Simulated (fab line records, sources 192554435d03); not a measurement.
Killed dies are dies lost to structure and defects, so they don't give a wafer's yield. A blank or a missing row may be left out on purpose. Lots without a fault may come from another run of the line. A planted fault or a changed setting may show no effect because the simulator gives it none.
Chamber matching | flow n5_finfet | N5_BEOL_M0_SAQP_STRIP_75 on rie_diel-04: 4 sister chambers
The step strips in CF4. 8 wafers are shown with their chamber, then 10 later ones without.

WAFERS WITH THEIR CHAMBER
wafer  | chamber | drypump_motor_current_A (A) | throttle_valve_pct (%)
L077.4 | 2       | 5.6                         | 13.29
L078.5 | 0       | 6.6                         | 13.76
L080.6 | 1       | 6.5                         | 13.50
L082.1 | 0       | 6.6                         | 13.76
L082.3 | 3       | 5.4                         | 13.30
L082.6 | 3       | 5.4                         | 13.31
L087.1 | 1       | 6.6                         | 13.52
L087.3 | 2       | 5.6                         | 13.34

WAFERS WITHOUT THEIR CHAMBER
wafer  | drypump_motor_current_A (A) | throttle_valve_pct (%)
L087.4 | 6.6                         | 13.79
L090.1 | 5.4                         | 13.34
L090.3 | 6.5                         | 13.55
L090.6 | 6.6                         | 13.80
L091.2 | 6.5                         | 13.80
L091.4 | 5.6                         | 13.35
L091.5 | 5.6                         | 13.35
L095.3 | 5.4                         | 13.36
L095.5 | 5.6                         | 13.37
L095.6 | 5.4                         | 13.34

WHICH CHAMBER EACH WENT THROUGH
wafer  | from the rows above | in truth
L087.4 | 0                   | 0
L090.1 | 3                   | 3
L090.3 | 1                   | 1
L090.6 | 0                   | 0
L091.2 | 0                   | 0
L091.4 | 2                   | 2
L091.5 | 2                   | 2
L095.3 | 3                   | 3
L095.5 | 2                   | 2
L095.6 | 3                   | 3
Placed correctly: 10 of 10. Can't be placed from these rows: 0. Placed wrongly: 0.
How it was worked out, from the rows above alone: a wafer's distance from a chamber is the root of the sum, over the readings, of the square of ((its reading less the chamber's mean) divided by the reading's scatter). The wafer belongs to the nearest chamber; if the next one is less than 2 further off, it can't be placed. A chamber's mean is the mean of its shown wafers. The scatter: the root of (the sum of the squares of (reading less its chamber's mean) over the shown wafers, divided by (wafers less chambers)).
